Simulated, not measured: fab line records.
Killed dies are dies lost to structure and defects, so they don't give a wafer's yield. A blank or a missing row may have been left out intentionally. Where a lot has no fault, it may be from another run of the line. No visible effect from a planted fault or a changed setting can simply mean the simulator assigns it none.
fab line records | flow n5_finfet
[record] lots = 24 wafers = 72 last_day = 19
route steps=1938 shown BEOL_M14@1766 BEOL_M15@1806 MIM_TOP@1837 MIM_TOP_LITHO@1848 TV_LITHO@1885
lots untouched by any fault: they come from a run of this same line in which no faults occurred
start_h: hours from the record's opening day to when the first of the lot's shown wafers began | wait_h: how many hours have passed since the lot's step before this one | " the same as in the row above | L1.1+2: a single row standing in for several wafers | - no value, or no start given | * or withheld: withheld | < > ~ a bound
route shown NAME@n: a module of which the file shows steps, and the number in the route of the first | usual: mean and standard deviation over wafers with no fault | same: alike in all rows | chamber/n: place in a boat | sites: the reading at each site | _std_site: their standard deviation | _edge_site: outer sites' mean less inner sites' | radius_mm: how far each site lies from the wafer's centre | mask NAME#n: copy n | behind: the tool/chamber that last shaped the wafer | hold: the reason the lot was held/the length of the hold in hours/how it ended | device: names the non-switching transistor (n, p or np) | end of line: the same wafers' tests at the end of the route | for a step that has no rows: nothing shown but its recipe | killed: not the wafer's yield, but the dies lost to structure and defects at the first sort | map: per-die view of a wafer (x killed, . not killed, _ where there is no die)
set.NAME: the setting as run; set.NAME@STEP: as run at that earlier step | model.NAME: the simulator's own value behind a step, which no gauge read
one table for each step of the route and one row for each wafer, over a sample of lots
services: when a tool's chamber went out of use (start_h, in hours from the record's first day, below 0 if earlier), for how many hours, and the reason
[[steps]]
[step N5_BEOL_M14_ANNEAL_48]
[recipe] temp_c = 225 time_s = 90 ambient = N2
[usual] anneal_temp_c = 224.99/0.15 wafer_temp_C_max = 226.1/0.34
// columns lot.wafer tool chamber start_h wait_h anneal_temp_c wafer_temp_C_max
L075.2 rtp_anneal-01 0 278.75 0.6 224.97 225.8
L075.3 " 0 " " 225.05 226.0
L075.5 " 0 " " 224.94 226.1
L074.2 rtp_anneal-02 0 295.10 0.2 224.69 226.3
L074.3 " 0 " " 224.79 226.0
L074.6 " 0 " " 224.74 226.5
L076.1 rtp_anneal-01 0 296.12 0.1 225.06 225.7
L076.4 " 0 " " 224.98 225.6
L076.5 " 0 " " 225.09 225.6
L077.3 rtp_anneal-01 0 301.36 0.2 224.86 226.0
L077.5 " 0 " " 225.03 225.9
L077.6 " 0 " " 225.14 226.0
L078.1 rtp_anneal-02 0 305.23 0.1 224.86 226.0
L078.2 " 0 " " 224.95 226.2
L078.3 " 0 " " 224.66 226.3
L079.2 rtp_anneal-02 0 312.09 0.3 224.87 226.1
L079.4 " 0 " " 224.83 226.7
L079.6 " 0 " " 224.88 226.3
L082.4 rtp_anneal-02 0 314.73 0.2 224.98 226.1
L082.5 " 0 " " 224.98 225.8
L082.6 " 0 " " 224.92 226.8
L081.2 rtp_anneal-01 0 324.30 0.6 225.15 225.7
L081.3 " 0 " " 225.04 225.5
L081.5 " 0 " " 225.06 225.4
L080.1 rtp_anneal-01 0 328.82 0.6 225.19 226.1
L080.2 " 0 " " 224.99 226.4
L080.6 " 0 " " 225.15 226.0
L083.2 rtp_anneal-02 0 330.87 0.2 224.99 226.5
L083.3 " 0 " " 224.89 226.4
L083.5 " 0 " " 224.96 227.1
L084.1 rtp_anneal-02 0 333.55 0.2 225.05 225.9
L084.4 " 0 " " 225.13 226.2
L084.6 " 0 " " 224.82 226.4
L085.2 rtp_anneal-01 0 334.63 0.3 225.00 225.9
L085.3 " 0 " " 225.27 225.5
L085.6 " 0 " " 225.15 225.7
L086.2 rtp_anneal-01 0 344.57 0.2 224.99 225.6
L086.3 " 0 " " 224.78 226.0
L086.4 " 0 " " 225.10 225.5
L088.2 rtp_anneal-02 0 363.35 0.3 225.17 226.0
L088.5 " 0 " " 225.03 226.4
L088.6 " 0 " " 224.83 226.6
L087.1 rtp_anneal-01 0 368.14 1.0 225.06 225.8
L087.2 " 0 " " 225.25 225.9
L087.6 " 0 " " 225.01 225.8
L091.3 rtp_anneal-01 0 368.50 0.8 225.21 225.7
L091.4 " 0 " " 224.94 226.2
L091.6 " 0 " " 225.00 225.9
L089.2 rtp_anneal-01 0 383.45 0.2 225.28 225.6
L089.4 " 0 " " 225.28 226.0
L089.5 " 0 " " 225.04 225.9
L090.2 rtp_anneal-01 0 392.49 0.2 225.10 226.4
L090.3 " 0 " " 225.14 225.8
L090.4 " 0 " " 224.85 225.9
L093.1 rtp_anneal-02 0 401.18 0.1 224.93 226.0
L093.2 " 0 " " 224.98 225.8
L093.4 " 0 " " 224.89 226.4
L092.4 rtp_anneal-02 0 412.26 0.5 224.90 225.9
L092.5 " 0 " " 224.73 226.3
L092.6 " 0 " " 225.22 226.0
L094.1 rtp_anneal-02 0 428.48 0.2 224.93 226.4
L094.2 " 0 " " 224.91 226.1
L094.3 " 0 " " 224.95 226.4
L095.1 rtp_anneal-01 0 429.23 0.5 225.10 225.9
L095.4 " 0 " " 224.70 225.8
L095.5 " 0 " " 224.85 225.8
L096.3 rtp_anneal-02 0 431.58 0.2 224.97 226.6
L096.5 " 0 " " 224.79 226.5
L096.6 " 0 " " 224.95 226.5
L097.1 rtp_anneal-01 0 431.74 0.1 224.95 226.1
L097.5 " 0 " " 224.98 226.1
L097.6 " 0 " " 225.07 226.0
[step N5_BEOL_M14_THK_MEAS_50]
[recipe] thk_meas_gauge = xrf reads = Cu_of_BEOL_M14_ECD_47
[usual] M14_THK = 553/11
// columns lot.wafer tool chamber start_h wait_h M14_THK[nm]
L075.2 film_metro-01 - 279.30 - 556
L075.3 " - " " 563
L075.5 " - " " 558
L074.2 film_metro-01 - 295.65 - 565
L074.3 " - " " 566
L074.6 " - " " 560
L076.1 film_metro-01 - 296.71 - 550
L076.4 " - " " 561
L076.5 " - " " 548
L077.3 film_metro-02 - 301.86 - 560
L077.5 " - " " 564
L077.6 " - " " 558
L078.1 film_metro-01 - 305.82 - 548
L078.2 " - " " 555
L078.3 " - " " 555
L079.2 film_metro-01 - 312.64 - 564
L079.4 " - " " 569
L079.6 " - " " 557
L082.4 film_metro-01 - 315.19 - 532
L082.5 " - " " 538
L082.6 " - " " 536
L081.2 film_metro-02 - 324.85 - 562
L081.3 " - " " 556
L081.5 " - " " 559
L080.1 film_metro-02 - 329.42 - 529
L080.2 " - " " 537
L080.6 " - " " 533
L083.2 film_metro-02 - 331.42 - 560
L083.3 " - " " 549
L083.5 " - " " 555
L084.1 film_metro-01 - 334.14 - 561
L084.4 " - " " 546
L084.6 " - " " 554
L085.2 film_metro-01 - 335.19 - 547
L085.3 " - " " 540
L085.6 " - " " 540
L086.2 film_metro-01 - 345.12 - 567
L086.3 " - " " 572
L086.4 " - " " 555
L088.2 film_metro-01 - 363.90 - 546
L088.5 " - " " 552
L088.6 " - " " 545
L087.1 film_metro-02 - 368.74 - 539
L087.2 " - " " 537
L087.6 " - " " 538
L091.3 film_metro-02 - 369.05 0.3 567
L091.4 " - " " 559
L091.6 " - " " 567
L089.2 film_metro-01 - 384.00 - 540
L089.4 " - " " 544
L089.5 " - " " 544
L090.2 film_metro-02 - 393.05 - 559
L090.3 " - " " 557
L090.4 " - " " 554
L093.1 film_metro-01 - 401.78 - 537
L093.2 " - " " 549
L093.4 " - " " 554
L092.4 film_metro-01 - 412.72 - 551
L092.5 " - " " 554
L092.6 " - " " 557
L094.1 film_metro-01 - 429.08 - 555
L094.2 " - " " 561
L094.3 " - " " 556
L095.1 film_metro-02 - 429.84 - 552
L095.4 " - " " 550
L095.5 " - " " 556
L096.3 film_metro-02 - 432.09 - 564
L096.5 " - " " 547
L096.6 " - " " 543
L097.1 film_metro-01 - 432.34 - 546
L097.5 " - " " 539
L097.6 " - " " 544
[step N5_BEOL_M15_INSPECT_30]
[recipe] mode = adi inspect_instrument = macro
[usual] raw_defect_count = 2.2/1.6
// columns lot.wafer tool chamber start_h wait_h raw_defect_count
L075.2 defect_inspect-01 - 282.04 0.0 3
L075.3 " - " " 2
L075.5 " - " " 3
L074.2 defect_inspect-02 - 298.13 0.0 0
L074.3 " - " " 1
L074.6 " - " " 1
L076.1 defect_inspect-02 - 298.97 0.0 3
L076.4 " - " " 2
L076.5 " - " " 3
L077.3 defect_inspect-02 - 304.37 0.0 2
L077.5 " - " " 3
L077.6 " - " " 2
L078.1 defect_inspect-01 - 308.39 0.0 3
L078.2 " - " " 4
L078.3 " - " " 2
L079.2 defect_inspect-01 - 315.26 0.0 3
L079.4 " - " " 2
L079.6 " - " " 1
L082.4 defect_inspect-01 - 317.80 0.0 5
L082.5 " - " " 1
L082.6 " - " " 0
L081.2 defect_inspect-02 - 327.42 0.0 2
L081.3 " - " " 3
L081.5 " - " " 1
L080.1 defect_inspect-02 - 332.37 0.0 1
L080.2 " - " " 1
L080.6 " - " " 2
L083.2 defect_inspect-02 - 334.09 0.0 5
L083.3 " - " " 1
L083.5 " - " " 3
L084.1 defect_inspect-01 - 339.49 0.0 1
L084.4 " - " " 1
L084.6 " - " " 2
L085.2 defect_inspect-02 - 339.97 0.0 4
L085.3 " - " " 1
L085.6 " - " " 5
L086.2 defect_inspect-02 - 348.07 0.0 4
L086.3 " - " " 0
L086.4 " - " " 3
L088.2 defect_inspect-02 - 366.87 0.0 1
L088.5 " - " " 2
L088.6 " - " " 4
L087.1 defect_inspect-01 - 371.64 0.0 0
L087.2 " - " " 2
L087.6 " - " " 3
L091.3 defect_inspect-02 - 371.90 0.0 1
L091.4 " - " " 3
L091.6 " - " " 5
L089.2 defect_inspect-01 - 386.73 0.0 0
L089.4 " - " " 4
L089.5 " - " " 0
L090.2 defect_inspect-01 - 395.56 0.0 4
L090.3 " - " " 5
L090.4 " - " " 1
L093.1 defect_inspect-02 - 404.03 0.0 6
L093.2 " - " " 5
L093.4 " - " " 3
L092.4 defect_inspect-02 - 415.51 0.0 0
L092.5 " - " " 5
L092.6 " - " " 1
L094.1 defect_inspect-01 - 431.57 0.0 1
L094.2 " - " " 1
L094.3 " - " " 4
L095.1 defect_inspect-01 - 432.84 0.0 0
L095.4 " - " " 2
L095.5 " - " " 2
L096.3 defect_inspect-02 - 434.79 0.0 1
L096.5 " - " " 6
L096.6 " - " " 3
L097.1 defect_inspect-02 - 434.95 0.0 2
L097.5 " - " " 0
L097.6 " - " " 3
[step N5_MIM_TOP_DEGAS_04]
[recipe] ambient = vacuum temp_c = 300 time_s = 60
[usual] heater_power_w = 476/63
// columns lot.wafer tool chamber start_h wait_h heater_power_w
L075.2 pvd_sputter-02 - 291.23 - 454
L075.3 " - " " 495
L075.5 " - " " 577
L074.2 pvd_sputter-02 - 303.31 - 503
L074.3 " - " " 469
L074.6 " - " " 452
L076.1 pvd_sputter-01 - 304.56 - 306
L076.4 " - " " 482
L076.5 " - " " 471
L077.3 pvd_sputter-02 - 310.11 - 450
L077.5 " - " " 455
L077.6 " - " " 507
L078.1 pvd_sputter-01 - 316.44 - 486
L078.2 " - " " 310
L078.3 " - " " 473
L079.2 pvd_sputter-02 - 322.52 - 576
L079.4 " - " " 513
L079.6 " - " " 583
L082.4 pvd_sputter-03 - 327.46 - 419
L082.5 " - " " 405
L082.6 " - " " 527
L081.2 pvd_sputter-01 - 334.26 - 511
L081.3 " - " " 308
L081.5 " - " " 509
L080.1 pvd_sputter-02 - 340.52 - 519
L080.2 " - " " 464
L080.6 " - " " 513
L083.2 pvd_sputter-02 - 340.64 - 445
L083.3 " - " " 479
L083.5 " - " " 483
L084.1 pvd_sputter-02 - 348.87 - 464
L084.4 " - " " 512
L084.6 " - " " 456
L085.2 pvd_sputter-03 - 349.61 - 420
L085.3 " - " " 460
L085.6 " - " " 533
L086.2 pvd_sputter-01 - 357.42 - 303
L086.3 " - " " 478
L086.4 " - " " 501
L088.2 pvd_sputter-01 - 374.13 - 309
L088.5 " - " " 516
L088.6 " - " " 462
L091.3 pvd_sputter-02 - 378.15 - 458
L091.4 " - " " 484
L091.6 " - " " 472
L087.1 pvd_sputter-02 - 378.35 - 584
L087.2 " - " " 469
L087.6 " - " " 483
L089.2 pvd_sputter-03 - 397.53 - 472
L089.4 " - " " 407
L089.5 " - " " 533
L090.2 pvd_sputter-01 - 401.34 - 304
L090.3 " - " " 500
L090.4 " - " " 481
L093.1 pvd_sputter-03 - 411.14 - 467
L093.2 " - " " 407
L093.4 " - " " 422
L092.4 pvd_sputter-03 - 422.42 - 532
L092.5 " - " " 528
L092.6 " - " " 414
L094.1 pvd_sputter-03 - 437.34 - 408
L094.2 " - " " 413
L094.3 " - " " 527
L095.1 pvd_sputter-02 - 442.61 - 515
L095.4 " - " " 452
L095.5 " - " " 576
L096.3 pvd_sputter-03 - 446.40 - 476
L096.5 " - " " 532
L096.6 " - " " 417
L097.1 pvd_sputter-01 - 446.97 - 313
L097.5 " - " " 488
L097.6 " - " " 489
[step N5_MIM_TOP_LITHO_OVL_MEAS_11]
[recipe] points_per_wafer = 44
[usual] MIM_TOP_OVL = -1/4.9
// columns lot.wafer tool chamber start_h wait_h MIM_TOP_OVL[nm]
L075.2 overlay-02 0 291.82 0.0 5
L075.3 " 0 " " 0
L075.5 " 0 " " 1
L074.2 overlay-02 0 303.78 0.0 -4
L074.3 " 0 " " -1
L074.6 " 0 " " 1
L076.1 overlay-02 0 305.02 0.0 1
L076.4 " 0 " " -5
L076.5 " 0 " " -3
L077.3 overlay-02 0 310.70 0.0 6
L077.5 " 0 " " -1
L077.6 " 0 " " -3
L078.1 overlay-02 0 316.90 0.0 -6
L078.2 " 0 " " -3
L078.3 " 0 " " -3
L079.2 overlay-02 0 323.11 0.0 4
L079.4 " 0 " " 9
L079.6 " 0 " " 2
L082.4 overlay-02 0 327.94 0.0 -2
L082.5 " 0 " " 2
L082.6 " 0 " " -4
L081.2 overlay-01 0 334.84 0.0 -6
L081.3 " 0 " " 4
L081.5 " 0 " " -3
L080.1 overlay-01 0 341.10 0.0 2
L080.2 " 0 " " 7
L080.6 " 0 " " 9
L083.2 overlay-02 0 341.29 0.0 -4
L083.3 " 0 " " -7
L083.5 " 0 " " -2
L084.1 overlay-02 0 349.46 0.0 -2
L084.4 " 0 " " 2
L084.6 " 0 " " 3
L085.2 overlay-01 0 350.07 0.0 -5
L085.3 " 0 " " -1
L085.6 " 0 " " -3
L086.2 overlay-01 0 358.00 0.0 -3
L086.3 " 0 " " 5
L086.4 " 0 " " -1
L088.2 overlay-01 0 374.71 0.0 5
L088.5 " 0 " " -3
L088.6 " 0 " " -2
L091.3 overlay-01 0 378.61 0.0 0
L091.4 " 0 " " -2
L091.6 " 0 " " 2
L087.1 overlay-02 0 378.82 0.0 -9
L087.2 " 0 " " 11
L087.6 " 0 " " -5
L089.2 overlay-02 0 398.12 0.0 -2
L089.4 " 0 " " 9
L089.5 " 0 " " -5
L090.2 overlay-01 0 401.92 0.0 -1
L090.3 " 0 " " 3
L090.4 " 0 " " 3
L093.1 overlay-01 0 411.73 0.0 -1
L093.2 " 0 " " -7
L093.4 " 0 " " -3
L092.4 overlay-01 0 422.88 0.0 -5
L092.5 " 0 " " -5
L092.6 " 0 " " 1
L094.1 overlay-02 0 437.92 0.0 -11
L094.2 " 0 " " -6
L094.3 " 0 " " -10
L095.1 overlay-01 0 443.07 0.0 3
L095.4 " 0 " " -3
L095.5 " 0 " " 10
L096.3 overlay-01 0 446.99 0.0 -10
L096.5 " 0 " " -5
L096.6 " 0 " " -10
L097.1 overlay-01 0 447.56 0.0 2
L097.5 " 0 " " -2
L097.6 " 0 " " -2
[step N5_PASSIVATION_INSPECT_61]
[recipe] mode = adi inspect_instrument = macro
[usual] raw_defect_count = 2.1/1.5
// columns lot.wafer tool chamber start_h wait_h raw_defect_count
L075.2 defect_inspect-02 - 298.16 0.0 1
L075.3 " - " " 1
L075.5 " - " " 4
L074.2 defect_inspect-02 - 309.62 0.0 0
L074.3 " - " " 3
L074.6 " - " " 2
L076.1 defect_inspect-01 - 309.78 0.0 3
L076.4 " - " " 5
L076.5 " - " " 2
L077.3 defect_inspect-02 - 316.40 0.0 2
L077.5 " - " " 3
L077.6 " - " " 3
L078.1 defect_inspect-01 - 322.91 0.0 3
L078.2 " - " " 0
L078.3 " - " " 3
L079.2 defect_inspect-01 - 326.13 0.0 2
L079.4 " - " " 2
L079.6 " - " " 1
L082.4 defect_inspect-02 - 330.57 0.0 2
L082.5 " - " " 2
L082.6 " - " " 1
L081.2 defect_inspect-01 - 339.41 0.0 0
L081.3 " - " " 4
L081.5 " - " " 1
L080.1 defect_inspect-02 - 344.61 0.0 3
L080.2 " - " " 5
L080.6 " - " " 2
L083.2 defect_inspect-01 - 348.42 0.0 4
L083.3 " - " " 1
L083.5 " - " " 1
L085.2 defect_inspect-02 - 355.38 0.0 0
L085.3 " - " " 0
L085.6 " - " " 1
L084.1 defect_inspect-01 - 355.54 0.0 3
L084.4 " - " " 0
L084.6 " - " " 3
L086.2 defect_inspect-01 - 362.43 0.2 1
L086.3 " - " " 1
L086.4 " - " " 6
L088.2 defect_inspect-02 - 377.80 0.0 1
L088.5 " - " " 1
L088.6 " - " " 2
L091.3 defect_inspect-01 - 381.22 0.0 1
L091.4 " - " " 1
L091.6 " - " " 0
L087.1 defect_inspect-02 - 381.38 0.0 0
L087.2 " - " " 3
L087.6 " - " " 0
L089.2 defect_inspect-02 - 400.71 0.0 3
L089.4 " - " " 1
L089.5 " - " " 3
L090.2 defect_inspect-02 - 405.40 0.0 2
L090.3 " - " " 2
L090.4 " - " " 0
L093.1 defect_inspect-01 - 414.10 0.0 1
L093.2 " - " " 4
L093.4 " - " " 0
L092.4 defect_inspect-02 - 425.96 0.0 1
L092.5 " - " " 7
L092.6 " - " " 3
L094.1 defect_inspect-01 - 442.06 0.0 1
L094.2 " - " " 4
L094.3 " - " " 3
L095.1 defect_inspect-01 - 446.81 0.0 3
L095.4 " - " " 2
L095.5 " - " " 2
L096.3 defect_inspect-02 - 450.58 0.0 1
L096.5 " - " " 1
L096.6 " - " " 1
L097.1 defect_inspect-01 - 450.74 0.0 0
L097.5 " - " " 3
L097.6 " - " " 2
[[services]]
// columns tool chamber start_h hours kind
pvd_sputter-03 - 256.81 10.5 repair
pvd_sputter-02 - 394.73 1.5 repair
pvd_sputter-03 - 440.43 2.1 repair
[[key]]
fault none
